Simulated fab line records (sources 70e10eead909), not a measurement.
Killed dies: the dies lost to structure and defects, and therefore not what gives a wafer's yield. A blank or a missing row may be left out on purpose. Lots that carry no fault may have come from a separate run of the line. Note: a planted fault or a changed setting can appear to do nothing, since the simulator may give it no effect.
fab line records	flow nand_harc
record lots=24	wafers=72	last_day=24
route steps=1159 shown P_M2@345 P_BONDPAD@371 A_ZERO_WELL@411 A_ONON_D1@427
lots that met no fault: taken from a fault-free run of the same line
start_h: hours from the record's opening day to when the first of the lot's shown wafers began	wait_h: hours elapsed since this lot's preceding step	" repeats the value in the row above	L1.1+2: a row that stands for several wafers	- no value, or no start was given	* or withheld: withheld	< > ~ a bound
route shown NAME@n: names a module that has steps shown in the file, with the first one's number in the route	usual: average and standard deviation across the fault-free wafers	same: alike in all rows	chamber/n: place in a boat	sites: each site's reading	_std_site: standard deviation of those values	_edge_site: mean of outer sites minus mean of inner sites	radius_mm: how far each site lies from the wafer's centre	mask NAME#n: copy n	behind: tool/chamber where the wafer was last shaped	hold: what put the lot on hold/how long, in hours/how the hold closed	device: which transistor (n, p or np) failed to switch	end of line: the same wafers' tests at the end of the route	for a step that has no rows: nothing shown but its recipe	killed: dies lost to structure and defects at the first sort, not the wafer's yield	map: shows each die of a wafer: x if killed, . if not, _ if none is there
set.NAME: the setting that was run; set.NAME@STEP: the one run at that earlier step	model.NAME: the simulator's own value behind a step, which no gauge read
steps of the route over a sample of lots; a table a step, a row a wafer
services: from which hour (start_h, from the record's first day; less than 0 if before it) a tool's chamber was out of use, for how many hours, and why
## steps
# step NHARC_P_M2_THK_MEAS_24
# recipe thk_meas_gauge=xrf
# usual thk_nm=144.3/1.5
lot.wafer	tool	chamber	start_h	wait_h	thk_nm
L074.2	film_metro-01	-	119.64	-	144.3
L074.4	"	-	"	"	144.0
L074.6	"	-	"	"	143.8
L075.1	film_metro-01	-	136.62	-	142.7
L075.3	"	-	"	"	143.9
L075.6	"	-	"	"	141.2
L076.2	film_metro-01	-	137.52	-	145.8
L076.3	"	-	"	"	146.9
L076.5	"	-	"	"	148.0
L078.3	film_metro-02	-	153.10	-	142.7
L078.5	"	-	"	"	145.9
L078.6	"	-	"	"	143.5
L077.1	film_metro-01	-	153.76	-	144.5
L077.3	"	-	"	"	142.9
L077.5	"	-	"	"	142.5
L079.1	film_metro-01	-	159.32	-	146.3
L079.2	"	-	"	"	144.7
L079.3	"	-	"	"	144.2
L081.4	film_metro-01	-	164.20	-	143.8
L081.5	"	-	"	"	145.5
L081.6	"	-	"	"	142.9
L080.1	film_metro-01	-	165.08	-	141.6
L080.5	"	-	"	"	141.8
L080.6	"	-	"	"	142.5
L083.2	film_metro-01	-	179.68	-	144.8
L083.3	"	-	"	"	144.7
L083.4	"	-	"	"	144.0
L082.3	film_metro-01	-	180.34	-	143.2
L082.4	"	-	"	"	143.1
L082.6	"	-	"	"	142.7
L085.1	film_metro-02	-	201.47	-	144.3
L085.3	"	-	"	"	142.1
L085.5	"	-	"	"	145.5
L086.1	film_metro-01	-	211.38	-	144.6
L086.3	"	-	"	"	143.2
L086.5	"	-	"	"	144.5
L087.2	film_metro-02	-	212.21	-	145.4
L087.3	"	-	"	"	144.6
L087.5	"	-	"	"	146.3
L084.2	film_metro-01	-	217.91	-	143.7
L084.3	"	-	"	"	144.1
L084.4	"	-	"	"	146.0
L089.3	film_metro-01	-	224.53	-	142.2
L089.4	"	-	"	"	145.4
L089.5	"	-	"	"	144.8
L088.1	film_metro-02	-	224.93	-	144.6
L088.3	"	-	"	"	142.3
L088.6	"	-	"	"	144.3
L090.1	film_metro-02	-	230.24	-	143.5
L090.2	"	-	"	"	143.2
L090.3	"	-	"	"	141.7
L093.2	film_metro-02	-	237.09	-	143.9
L093.3	"	-	"	"	145.4
L093.6	"	-	"	"	145.1
L094.1	film_metro-02	-	237.73	-	144.1
L094.3	"	-	"	"	142.7
L094.5	"	-	"	"	143.0
L091.4	film_metro-01	-	238.54	-	143.8
L091.5	"	-	"	"	146.7
L091.6	"	-	"	"	143.8
L092.1	film_metro-01	-	246.44	-	142.1
L092.2	"	-	"	"	144.8
L092.6	"	-	"	"	142.2
L096.1	film_metro-02	-	256.46	-	147.6
L096.3	"	-	"	"	146.9
L096.4	"	-	"	"	145.3
L095.2	film_metro-01	-	256.88	-	144.4
L095.3	"	-	"	"	143.5
L095.4	"	-	"	"	143.6
L097.2	film_metro-02	-	260.98	-	145.7
L097.3	"	-	"	"	146.9
L097.6	"	-	"	"	145.2
# step NHARC_P_BONDPAD_STRIP_15
# recipe o2_flow_sccm=500	ar_flow_sccm=0	bias_w=0	chemistry=O2
# usual drypump_motor_current_A=5.8/0.4	oes_product_au=0.999/0.0069	rf_vpp_V=57.8/0.89	showerhead_plenum_p_Torr=3.51/0.12	throttle_valve_pct=17.036/0.0098
lot.wafer	tool	chamber	start_h	wait_h	drypump_motor_current_A	oes_product_au	rf_hours_counter_h	rf_vpp_V	showerhead_plenum_p_Torr	throttle_valve_pct
L074.2	rie_diel-05	3	122.23	0.1	6.4	0.994	11	59.2	3.65	17.038
L074.4	"	2	"	"	6.2	0.997	12	58.2	3.57	17.024
L074.6	"	0	"	"	5.8	0.987	-	57.7	3.47	17.037
L075.1	rie_diel-04	3	139.23	0.1	5.3	0.991	7	57.3	3.69	17.038
L075.3	"	1	"	"	6.2	1.004	7	59.2	3.43	17.047
L075.6	"	2	"	"	5.7	1.009	-	57.2	3.48	17.034
L076.3	rie_diel-04	1	140.01	0.1	6.2	1.010	7	56.2	3.43	17.047
L076.2	"	2	"	"	5.7	1.006	7	56.9	3.48	17.024
L076.5	"	2	"	"	5.7	1.004	-	57.4	3.48	17.037
L078.3	rie_diel-12	2	155.54	0.1	5.7	0.990	45	60.3	3.55	17.044
L078.5	"	2	"	"	5.8	0.991	-	59.0	3.55	17.034
L078.6	"	3	"	"	6.0	0.992	-	58.1	3.68	17.040
L077.1	rie_diel-05	2	156.34	0.1	6.2	1.006	15	58.5	3.57	17.024
L077.3	"	3	"	"	6.4	1.008	15	56.8	3.65	17.022
L077.5	"	3	"	"	6.3	1.004	-	58.7	3.65	17.038
L079.1	rie_diel-05	1	161.92	0.1	6.0	0.995	17	56.4	3.31	17.038
L079.2	"	3	"	"	6.4	1.009	15	57.5	3.65	17.034
L079.3	"	0	"	"	5.8	1.016	17	58.0	3.47	17.040
L081.4	rie_diel-12	3	166.75	0.1	5.9	1.002	47	58.7	3.68	17.031
L081.5	"	2	"	"	5.8	1.008	-	58.3	3.55	17.037
L081.6	"	3	"	"	6.0	0.999	-	56.1	3.68	17.031
L080.1	rie_diel-12	3	167.66	0.1	6.0	0.997	47	57.8	3.68	17.027
L080.6	"	1	"	"	5.0	1.000	-	57.7	3.38	17.032
L080.5	"	2	"	"	5.8	1.003	-	57.4	3.55	17.038
L083.2	rie_diel-05	3	182.45	0.1	6.4	1.006	1	56.7	3.65	17.038
L083.3	"	3	"	"	6.4	1.000	-	57.3	3.65	17.041
L083.4	"	0	"	"	5.8	1.001	-	56.6	3.47	17.044
L082.3	rie_diel-12	3	182.91	0.1	6.0	0.998	55	58.6	3.68	17.025
L082.4	"	1	"	"	5.0	0.994	56	58.9	3.38	17.038
L082.6	"	3	"	"	5.9	0.995	-	57.9	3.68	17.046
L085.1	rie_diel-04	0	204.25	0.1	5.0	1.002	5	57.7	3.34	17.051
L085.3	"	3	"	"	5.3	0.991	31	58.0	3.67	17.035
L085.5	"	1	"	"	6.2	1.004	-	56.9	3.42	17.039
L086.3	rie_diel-04	2	213.97	0.1	5.7	0.996	37	56.4	3.46	17.037
L086.1	"	1	"	"	6.2	0.995	33	58.4	3.42	17.025
L086.5	"	2	"	"	5.7	0.992	-	56.9	3.47	17.048
L087.3	rie_diel-05	3	214.63	0.1	6.3	1.002	2	59.7	3.65	17.055
L087.2	"	0	"	"	5.9	0.995	2	58.3	3.47	17.025
L087.5	"	3	"	"	6.4	1.005	-	58.1	3.65	17.041
L084.3	rie_diel-04	1	220.47	0.1	6.2	1.001	35	56.6	3.41	17.032
L084.4	"	2	"	"	5.7	0.996	39	57.3	3.46	17.029
L084.2	"	3	"	"	5.3	1.001	40	58.3	3.67	17.053
L089.4	rie_diel-12	0	227.06	0.1	5.8	0.998	7	58.4	3.53	17.040
L089.3	"	3	"	"	6.0	0.987	8	57.5	3.67	17.045
L089.5	"	1	"	"	5.0	0.995	-	57.6	3.37	17.027
L088.1	rie_diel-12	1	227.53	0.1	5.0	0.995	6	57.1	3.37	17.042
L088.3	"	0	"	"	5.8	1.003	7	57.5	3.53	17.054
L088.6	"	1	"	"	5.0	0.994	-	57.5	3.37	17.028
L090.2	rie_diel-12	2	232.80	0.1	5.8	0.987	7	57.8	3.53	17.013
L090.3	"	3	"	"	6.0	1.006	8	57.2	3.67	17.022
L090.1	"	0	"	"	5.7	0.993	8	58.4	3.53	17.034
L093.2	rie_diel-05	0	239.87	0.1	5.8	0.993	6	58.1	3.47	17.028
L093.3	"	1	"	"	5.9	0.983	5	57.5	3.30	16.992
L093.6	"	1	"	"	5.9	1.008	-	56.7	3.30	17.038
L094.3	rie_diel-05	2	240.46	0.1	6.2	1.008	6	57.9	3.56	17.039
L094.1	"	0	"	"	5.8	1.001	6	56.6	3.47	17.028
L094.5	"	3	"	"	6.4	1.006	-	58.4	3.65	17.037
L091.4	rie_diel-05	0	241.16	0.1	5.8	0.988	6	56.9	3.47	17.042
L091.6	"	2	"	"	6.2	0.987	-	58.5	3.56	17.042
L091.5	"	3	"	"	6.4	0.987	-	58.2	3.65	17.032
L092.2	rie_diel-05	1	249.06	0.1	5.9	0.995	6	57.7	3.30	17.039
L092.1	"	0	"	"	5.8	1.009	7	58.8	3.47	17.044
L092.6	"	1	"	"	6.0	0.999	-	56.3	3.30	17.046
L096.3	rie_diel-12	0	259.28	0.1	5.7	0.994	15	57.4	3.53	17.043
L096.1	"	1	"	"	5.0	0.987	14	57.5	3.37	17.047
L096.4	"	2	"	"	5.8	0.995	15	59.0	3.53	17.058
L095.3	rie_diel-05	1	259.70	0.1	6.0	0.998	7	57.4	3.30	17.041
L095.2	"	2	"	"	6.2	1.006	8	56.7	3.56	17.032
L095.4	"	1	"	"	6.0	1.000	-	58.6	3.30	17.054
L097.2	rie_diel-05	0	263.70	0.1	5.8	0.999	8	59.2	3.46	17.039
L097.3	"	2	"	"	6.2	1.005	8	59.5	3.56	17.030
L097.6	"	0	"	"	5.8	1.000	-	57.3	3.46	17.034
# step NHARC_P_BONDPAD_THK_MEAS_20
# recipe thk_meas_gauge=xrf
# usual thk_nm=161.0/1.3
lot.wafer	tool	chamber	start_h	wait_h	thk_nm
L074.2	film_metro-01	-	124.19	-	162.1
L074.4	"	-	"	"	161.9
L074.6	"	-	"	"	162.2
L075.1	film_metro-02	-	141.21	-	160.5
L075.3	"	-	"	"	163.5
L075.6	"	-	"	"	158.3
L076.2	film_metro-01	-	142.01	-	159.5
L076.3	"	-	"	"	160.7
L076.5	"	-	"	"	160.3
L078.3	film_metro-01	-	157.56	-	164.1
L078.5	"	-	"	"	160.5
L078.6	"	-	"	"	161.4
L077.1	film_metro-01	-	158.33	-	162.3
L077.3	"	-	"	"	163.7
L077.5	"	-	"	"	160.6
L079.1	film_metro-02	-	163.89	-	160.3
L079.2	"	-	"	"	162.0
L079.3	"	-	"	"	161.7
L081.4	film_metro-02	-	168.73	-	164.0
L081.5	"	-	"	"	163.4
L081.6	"	-	"	"	160.4
L080.1	film_metro-02	-	169.59	-	162.0
L080.5	"	-	"	"	159.4
L080.6	"	-	"	"	162.4
L083.2	film_metro-01	-	184.56	-	159.2
L083.3	"	-	"	"	160.9
L083.4	"	-	"	"	161.2
L082.3	film_metro-02	-	184.86	-	159.4
L082.4	"	-	"	"	162.6
L082.6	"	-	"	"	158.7
L085.1	film_metro-01	-	206.21	-	159.9
L085.3	"	-	"	"	160.0
L085.5	"	-	"	"	161.0
L086.1	film_metro-01	-	215.99	-	159.3
L086.3	"	-	"	"	161.6
L086.5	"	-	"	"	160.4
L087.2	film_metro-02	-	216.61	-	160.1
L087.3	"	-	"	"	159.6
L087.5	"	-	"	"	159.9
L084.2	film_metro-01	-	222.46	-	162.2
L084.3	"	-	"	"	160.4
L084.4	"	-	"	"	159.3
L089.3	film_metro-02	-	229.07	-	160.6
L089.4	"	-	"	"	159.8
L089.5	"	-	"	"	160.3
L088.1	film_metro-02	-	229.61	-	159.6
L088.3	"	-	"	"	159.7
L088.6	"	-	"	"	162.1
L090.1	film_metro-02	-	234.86	-	159.3
L090.2	"	-	"	"	162.0
L090.3	"	-	"	"	161.0
L093.2	film_metro-01	-	241.92	-	160.3
L093.3	"	-	"	"	159.9
L093.6	"	-	"	"	161.3
L094.1	film_metro-01	-	242.78	-	163.0
L094.3	"	-	"	"	161.9
L094.5	"	-	"	"	161.5
L091.4	film_metro-01	-	243.10	-	161.8
L091.5	"	-	"	"	161.7
L091.6	"	-	"	"	161.4
L092.1	film_metro-02	-	251.15	-	160.2
L092.2	"	-	"	"	161.3
L092.6	"	-	"	"	158.6
L096.1	film_metro-02	-	261.33	-	162.7
L096.3	"	-	"	"	160.0
L096.4	"	-	"	"	160.1
L095.2	film_metro-01	-	261.69	-	160.4
L095.3	"	-	"	"	160.4
L095.4	"	-	"	"	159.8
L097.2	film_metro-02	-	265.68	-	161.8
L097.3	"	-	"	"	159.6
L097.6	"	-	"	"	159.9
# step NHARC_A_ZERO_WELL_RTA_16
# recipe temp_c=1000	time_s=10
# usual lamp_power_pct=28.0/1.4	wafer_temp_C_max=1005.7/1.7
lot.wafer	tool	chamber	start_h	wait_h	lamp_power_pct	wafer_temp_C_max
L074.2	rtp_anneal-01	0	127.30	-	29.6	1004.1
L074.4	"	0	"	"	29.7	1004.7
L074.6	"	0	"	"	29.6	1002.9
L075.1	rtp_anneal-02	0	143.97	-	26.7	1008.8
L075.3	"	0	"	"	26.8	1006.3
L075.6	"	0	"	"	26.7	1006.3
L076.2	rtp_anneal-01	0	144.94	-	29.6	1002.8
L076.3	"	0	"	"	29.6	1004.4
L076.5	"	0	"	"	29.6	1003.6
L078.3	rtp_anneal-01	0	160.44	-	29.5	1005.2
L078.5	"	0	"	"	29.6	1005.0
L078.6	"	0	"	"	29.6	1004.4
L077.1	rtp_anneal-02	0	161.20	-	26.7	1005.8
L077.3	"	0	"	"	26.7	1006.1
L077.5	"	0	"	"	26.7	1007.4
L079.1	rtp_anneal-02	0	166.73	-	26.7	1006.2
L079.2	"	0	"	"	26.8	1007.0
L079.3	"	0	"	"	26.7	1005.7
L081.4	rtp_anneal-02	0	178.14	-	26.7	1009.4
L081.5	"	0	"	"	26.7	1008.2
L081.6	"	0	"	"	26.7	1008.0
L080.1	rtp_anneal-02	0	178.42	-	26.7	1007.4
L080.5	"	0	"	"	26.7	1007.6
L080.6	"	0	"	"	26.7	1006.3
L083.2	rtp_anneal-01	0	187.38	-	29.7	1004.4
L083.3	"	0	"	"	29.6	1004.6
L083.4	"	0	"	"	29.6	1003.3
L082.3	rtp_anneal-02	0	188.01	-	26.7	1005.9
L082.4	"	0	"	"	26.7	1006.5
L082.6	"	0	"	"	26.7	1006.8
L085.1	rtp_anneal-01	0	208.96	0.1	29.6	1003.3
L085.3	"	0	"	"	29.6	1004.9
L085.5	"	0	"	"	29.6	1003.4
L086.1	rtp_anneal-02	0	218.76	-	26.7	1008.0
L086.3	"	0	"	"	26.7	1007.5
L086.5	"	0	"	"	26.7	1006.1
L087.2	rtp_anneal-01	0	219.57	-	29.6	1003.2
L087.3	"	0	"	"	29.5	1005.0
L087.5	"	0	"	"	29.5	1004.2
L084.2	rtp_anneal-01	0	225.36	-	29.6	1003.9
L084.3	"	0	"	"	29.6	1003.2
L084.4	"	0	"	"	29.6	1005.2
L089.3	rtp_anneal-02	0	231.84	-	26.7	1008.4
L089.4	"	0	"	"	26.7	1006.1
L089.5	"	0	"	"	26.7	1007.8
L088.1	rtp_anneal-02	0	232.35	-	26.7	1007.5
L088.3	"	0	"	"	26.7	1007.6
L088.6	"	0	"	"	26.7	1008.5
L090.1	rtp_anneal-02	0	237.51	-	26.7	1006.0
L090.2	"	0	"	"	26.7	1006.3
L090.3	"	0	"	"	26.8	1006.4
L093.2	rtp_anneal-02	0	244.78	-	26.7	1007.9
L093.3	"	0	"	"	26.7	1006.8
L093.6	"	0	"	"	26.7	1006.9
L094.1	rtp_anneal-01	0	245.67	-	29.6	1003.5
L094.3	"	0	"	"	29.6	1003.3
L094.5	"	0	"	"	29.6	1003.1
L091.4	rtp_anneal-01	0	246.04	-	29.6	1003.9
L091.5	"	0	"	"	29.6	1004.2
L091.6	"	0	"	"	29.6	1004.7
L092.1	rtp_anneal-01	0	254.01	-	29.6	1004.1
L092.2	"	0	"	"	29.6	1004.2
L092.6	"	0	"	"	29.5	1005.1
L096.1	rtp_anneal-02	0	264.17	-	26.7	1008.3
L096.3	"	0	"	"	26.7	1006.3
L096.4	"	0	"	"	26.8	1006.2
L095.2	rtp_anneal-02	0	264.49	-	26.8	1006.5
L095.3	"	0	"	"	26.7	1008.5
L095.4	"	0	"	"	26.7	1005.4
L097.2	rtp_anneal-01	0	268.58	-	29.6	1005.4
L097.3	"	0	"	"	29.6	1004.1
L097.6	"	0	"	"	29.6	1004.4
# step NHARC_A_ONON_D1_THK_MEAS_05
# recipe thk_meas_gauge=ellipsometry
# usual thk_nm=999/8.8
lot.wafer	tool	chamber	start_h	wait_h	thk_nm
L074.2	film_metro-01	-	149.07	-	1003
L074.4	"	-	"	"	1002
L074.6	"	-	"	"	1002
L076.2	film_metro-01	-	166.10	-	1000
L076.3	"	-	"	"	1000
L076.5	"	-	"	"	999
L075.1	film_metro-02	-	166.13	-	989
L075.3	"	-	"	"	988
L075.6	"	-	"	"	990
L078.3	film_metro-01	-	182.85	-	1009
L078.5	"	-	"	"	1010
L078.6	"	-	"	"	1009
L077.1	film_metro-02	-	182.85	-	991
L077.3	"	-	"	"	993
L077.5	"	-	"	"	992
L079.1	film_metro-01	-	191.28	-	978
L079.2	"	-	"	"	979
L079.3	"	-	"	"	979
L080.1	film_metro-01	-	199.55	-	986
L080.5	"	-	"	"	985
L080.6	"	-	"	"	987
L081.4	film_metro-02	-	199.57	-	989
L081.5	"	-	"	"	991
L081.6	"	-	"	"	990
L082.3	film_metro-01	-	210.77	-	1007
L082.4	"	-	"	"	1006
L082.6	"	-	"	"	1007
L083.2	film_metro-01	-	210.98	-	1013
L083.3	"	-	"	"	1011
L083.4	"	-	"	"	1013
L085.1	film_metro-02	-	231.99	-	1004
L085.3	"	-	"	"	1006
L085.5	"	-	"	"	1005
L086.1	film_metro-01	-	240.98	-	1007
L086.3	"	-	"	"	1007
L086.5	"	-	"	"	1009
L087.2	film_metro-01	-	241.01	-	999
L087.3	"	-	"	"	999
L087.5	"	-	"	"	1001
L084.2	film_metro-01	-	251.20	-	997
L084.3	"	-	"	"	999
L084.4	"	-	"	"	998
L089.3	film_metro-02	-	251.22	-	1000
L089.4	"	-	"	"	1001
L089.5	"	-	"	"	1001
L088.1	film_metro-02	-	251.42	-	985
L088.3	"	-	"	"	985
L088.6	"	-	"	"	986
L090.1	film_metro-02	-	261.62	-	1006
L090.2	"	-	"	"	1007
L090.3	"	-	"	"	1007
L094.1	film_metro-02	-	270.15	-	997
L094.3	"	-	"	"	999
L094.5	"	-	"	"	998
L091.4	film_metro-02	-	270.17	-	998
L091.5	"	-	"	"	999
L091.6	"	-	"	"	999
L093.2	film_metro-01	-	270.19	-	997
L093.3	"	-	"	"	996
L093.6	"	-	"	"	995
L092.1	film_metro-01	-	276.68	-	1011
L092.2	"	-	"	"	1011
L092.6	"	-	"	"	1012
L095.2	film_metro-01	-	286.72	-	995
L095.3	"	-	"	"	996
L095.4	"	-	"	"	996
L096.1	film_metro-02	-	286.72	-	1007
L096.3	"	-	"	"	1006
L096.4	"	-	"	"	1008
L097.2	film_metro-02	-	290.46	-	1006
L097.3	"	-	"	"	1007
L097.6	"	-	"	"	1009
# step NHARC_A_ONON_D1_THK_MEAS_08
# recipe thk_meas_gauge=ellipsometry
# usual thk_nm=1000/9.4
lot.wafer	tool	chamber	start_h	wait_h	thk_nm
L074.2	film_metro-01	-	149.63	-	1002
L074.4	"	-	"	"	1004
L074.6	"	-	"	"	1002
L076.2	film_metro-02	-	166.66	-	986
L076.3	"	-	"	"	987
L076.5	"	-	"	"	989
L075.1	film_metro-02	-	166.69	-	999
L075.3	"	-	"	"	1001
L075.6	"	-	"	"	1000
L078.3	film_metro-01	-	183.41	-	992
L078.5	"	-	"	"	992
L078.6	"	-	"	"	992
L077.1	film_metro-02	-	183.41	-	994
L077.3	"	-	"	"	995
L077.5	"	-	"	"	994
L079.1	film_metro-02	-	191.85	-	995
L079.2	"	-	"	"	996
L079.3	"	-	"	"	995
L080.1	film_metro-01	-	200.12	-	1002
L080.5	"	-	"	"	1002
L080.6	"	-	"	"	1003
L081.4	film_metro-02	-	200.48	-	988
L081.5	"	-	"	"	987
L081.6	"	-	"	"	988
L082.3	film_metro-02	-	211.33	-	994
L082.4	"	-	"	"	995
L082.6	"	-	"	"	993
L083.2	film_metro-02	-	211.55	-	992
L083.3	"	-	"	"	989
L083.4	"	-	"	"	988
L085.1	film_metro-02	-	232.55	-	998
L085.3	"	-	"	"	998
L085.5	"	-	"	"	996
L086.1	film_metro-02	-	241.54	-	1007
L086.3	"	-	"	"	1008
L086.5	"	-	"	"	1008
L087.2	film_metro-02	-	241.68	-	1004
L087.3	"	-	"	"	1003
L087.5	"	-	"	"	1003
L084.2	film_metro-01	-	251.78	-	994
L084.3	"	-	"	"	993
L084.4	"	-	"	"	995
L089.3	film_metro-02	-	251.91	-	1000
L089.4	"	-	"	"	999
L089.5	"	-	"	"	998
L088.1	film_metro-01	-	251.99	-	986
L088.3	"	-	"	"	985
L088.6	"	-	"	"	985
L090.1	film_metro-02	-	262.19	-	1006
L090.2	"	-	"	"	1006
L090.3	"	-	"	"	1007
L094.1	film_metro-02	-	270.71	-	1007
L094.3	"	-	"	"	1008
L094.5	"	-	"	"	1009
L091.4	film_metro-01	-	270.74	-	1020
L091.5	"	-	"	"	1020
L091.6	"	-	"	"	1021
L093.2	film_metro-02	-	270.86	-	1017
L093.3	"	-	"	"	1016
L093.6	"	-	"	"	1016
L092.1	film_metro-02	-	277.25	-	1007
L092.2	"	-	"	"	1006
L092.6	"	-	"	"	1006
L095.2	film_metro-01	-	287.29	-	984
L095.3	"	-	"	"	982
L095.4	"	-	"	"	984
L096.1	film_metro-02	-	287.29	-	1013
L096.3	"	-	"	"	1013
L096.4	"	-	"	"	1013
L097.2	film_metro-01	-	291.03	-	1002
L097.3	"	-	"	"	1001
L097.6	"	-	"	"	1002
## services
tool	chamber	start_h	hours	kind
rie_diel-04	3	107.46	1.4	repair
rie_diel-04	-	111.90	9.0	pm
rie_diel-05	0	118.10	-	clean
rie_diel-05	1	118.10	-	clean
rie_diel-05	2	118.10	-	clean
rie_diel-05	3	118.10	-	clean
rie_diel-05	2	135.39	7.6	repair
rie_diel-05	0	142.60	-	clean
rie_diel-05	1	142.60	-	clean
rie_diel-05	3	142.60	-	clean
rie_diel-04	1	147.89	6.8	repair
rie_diel-05	-	163.60	9.0	pm
rie_diel-05	0	163.60	9.0	vent_cycle
rie_diel-05	1	163.60	9.0	vent_cycle
rie_diel-05	2	163.60	9.0	vent_cycle
rie_diel-05	3	163.60	9.0	vent_cycle
rie_diel-05	0	172.60	-	clean
rie_diel-05	1	176.99	9.2	repair
rie_diel-05	2	182.17	5.1	repair
rie_diel-04	-	189.46	1.0	repair
rie_diel-12	-	202.53	9.0	pm
rie_diel-04	-	222.71	1.2	repair
rie_diel-05	3	242.26	20.0	repair
rie_diel-05	2	247.84	5.2	repair
## key
fault none
